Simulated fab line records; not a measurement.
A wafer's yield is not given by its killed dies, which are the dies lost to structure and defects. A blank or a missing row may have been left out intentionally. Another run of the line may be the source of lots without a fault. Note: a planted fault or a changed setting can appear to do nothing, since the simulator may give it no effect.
Which tool did it? -- flow nand-harc -- 42 wafers from 14 lots sampled at 6 of the route's 1302 steps

WHAT EACH GAUGE READ, for each wafer
NHARC_A_SOURCE_PLATE_THK_MEAS_09: measures by ellipsometry.
lot,measured,on,thk-nm (nm)
L627,day 7 14:37,film-metro-02,11.7 11.6 10.7
L628,day 8 01:38,film-metro-01,10.3 10.4 10.5
L629,day 8 13:35,film-metro-02,10.6 10.0 7.8
L630,day 8 21:07,film-metro-01,8.8 8.6 8.6
L631,day 9 10:17,film-metro-02,10.6 10.4 9.1
L634,day 10 08:58,film-metro-01,9.9 10.5 10.5
L635,day 11 00:52,film-metro-02,11.7 10.4 7.7
L636,day 11 05:06,film-metro-02,11.9 9.9 10.1
L639,day 13 01:47,film-metro-01,11.9 9.6 8.0
L641,day 13 23:37,film-metro-02,9.7 10.6 10.0
L642,day 14 04:04,film-metro-01,10.7 11.0 10.0
L643,day 14 08:24,film-metro-01,10.2 10.3 10.3
L648,day 16 01:11,film-metro-02,9.1 7.5 8.5
L649,day 16 17:41,film-metro-01,10.0 9.7 10.7

NHARC_A_ONON_D1_THK_MEAS_21: measures by ellipsometry.
lot,measured,on,thk-nm (nm)
L627,day 8 15:14,film-metro-01,996 995 996
L628,day 9 04:20,film-metro-01,998 1000 999
L629,day 9 19:31,film-metro-02,988 987 986
L630,day 10 01:35,film-metro-02,1006 1008 1003
L631,day 10 10:41,film-metro-02,1001 998 999
L634,day 11 13:23,film-metro-02,999 999 997
L635,day 12 03:34,film-metro-01,1005 1006 1004
L636,day 12 03:34,film-metro-02,1018 1018 1016
L639,day 14 06:09,film-metro-02,1008 1010 1010
L641,day 15 03:08,film-metro-02,998 997 999
L642,day 15 03:09,film-metro-01,988 988 988
L643,day 15 10:08,film-metro-01,989 990 992
L648,day 17 01:06,film-metro-01,985 984 984
L649,day 17 17:17,film-metro-01,1016 1017 1014

NHARC_A_ONON_D1_THK_MEAS_30: measures by ellipsometry.
lot,measured,on,thk-nm (nm)
L627,day 8 16:56,film-metro-01,999 997 997
L628,day 9 06:02,film-metro-02,995 995 995
L629,day 9 21:13,film-metro-01,987 987 987
L630,day 10 03:17,film-metro-02,1009 1010 1009
L631,day 10 12:24,film-metro-02,1005 1006 1006
L634,day 11 15:05,film-metro-02,995 994 995
L635,day 12 05:16,film-metro-01,1020 1023 1022
L636,day 12 05:16,film-metro-02,1003 1003 1003
L639,day 14 07:51,film-metro-01,988 987 988
L641,day 15 04:50,film-metro-01,995 993 994
L642,day 15 05:10,film-metro-01,984 984 984
L643,day 15 11:50,film-metro-02,1004 1004 1005
L648,day 17 02:50,film-metro-01,1745 1743 1743
L649,day 17 18:59,film-metro-02,1756 1757 1755

NHARC_A_ONON_D1_INSPECT_32.
lot,measured,on,raw-defect-count
L627,day 8 17:29,defect-inspect-01,90 77 96
L628,day 9 06:34,defect-inspect-02,65 42 43
L629,day 9 21:44,defect-inspect-02,45 39 53
L630,day 10 03:51,defect-inspect-02,112 76 88
L631,day 10 12:59,defect-inspect-02,57 65 76
L634,day 11 15:45,defect-inspect-01,71 114 53
L635,day 12 05:50,defect-inspect-02,115 159 115
L636,day 12 05:48,defect-inspect-01,57 36 18
L639,day 14 08:27,defect-inspect-02,66 47 44
L641,day 15 05:22,defect-inspect-01,74 104 61
L642,day 15 05:43,defect-inspect-02,74 40 102
L643,day 15 12:23,defect-inspect-01,80 73 82
L648,day 17 03:22,defect-inspect-02,65 68 98
L649,day 17 19:32,defect-inspect-01,61 66 62

NHARC_END_SORT_01.
lot,measured,on,killed-at-array,killed-at-other,killed-at-periphery,killed-dies,killed-open,killed-short
L648,day 34 02:04,prober-02,674 676,1 0,2 1,677 677,6 3,4 1
L649,day 34 01:14,prober-01,674 674,1 1,2 2,677 677,0 6,3 2

WHAT TOOL EACH LOT RAN ON (gives the tool, then ch and the chambers of the sampled wafers, and finally the start)
lot,NHARC_A_ONON_D1_DEP_28
L627,"pecvd-onon-03 ch 0, day 8 16:26"
L628,"pecvd-onon-04 ch 0, day 9 05:38"
L629,"pecvd-onon-04 ch 0, day 9 20:42"
L630,"pecvd-onon-03 ch 0, day 10 02:47"
L631,"pecvd-onon-04 ch 0, day 10 11:53"
L634,"pecvd-onon-04 ch 0, day 11 14:34"
L635,"pecvd-onon-01 ch 0, day 12 04:56"
L636,"pecvd-onon-04 ch 0, day 12 04:49"
L639,"pecvd-onon-01 ch 0, day 14 07:20"
L641,"pecvd-onon-03 ch 0, day 15 04:26"
L642,"pecvd-onon-04 ch 0, day 15 04:40"
L643,"pecvd-onon-01 ch 0, day 15 11:23"
L648,"pecvd-onon-04 ch 0, day 17 02:17"
L649,"pecvd-onon-04 ch 0, day 17 18:28"
- NHARC_A_ONON_D1_DEP_28: target thk 1000 nm.

AS READ BY THE TOOLS THEMSELVES (means over the sampled wafers that have a number; for cases with no such wafer, the mark the record gives instead)
The record holds no such reading with a usual standard deviation.

THE ANSWER, worked out from the rows above alone
Rule: the lots themselves supply what counts as usual. The widest of any qualifying gaps counts: lots, ordered by their means at a reading, are off when they make up no more than a third of the lots, leave a main group of 4 or more, and stand apart from it by 3 or more times the standard deviation of that group's means. If all means in a main group match to the digits the tables above print for the reading, that group is not used. A lot without any number at a reading at which 4 lots or more have one is off too. Any other lot the step has rows for is counted as sound. After the gauges, taken in route order, come the tools' own readings; for these a lot's mean is taken, as printed above. At the first step where some lot is off, the reading lying furthest off is the one used; lots without a number count as furthest.
Off at NHARC_A_ONON_D1_THK_MEAS_30 (thk-nm): L648, L649. Mean 999 nm and standard deviation 10 in the main group.
A tool fits if, at a process step before that reading, it ran every lot that is off, and no sound lot after the first of them. The gauges at NHARC_A_ONON_D1_THK_MEAS_30 are tried like those tools. One fits: pecvd-onon-04 at NHARC_A_ONON_D1_DEP_28. Its last sound lot is L642 (day 15 04:40), its first lot that is off L648 (day 17 02:17): a fault that began between those two fits.

WHAT THE SIMULATOR HAD INSERTED
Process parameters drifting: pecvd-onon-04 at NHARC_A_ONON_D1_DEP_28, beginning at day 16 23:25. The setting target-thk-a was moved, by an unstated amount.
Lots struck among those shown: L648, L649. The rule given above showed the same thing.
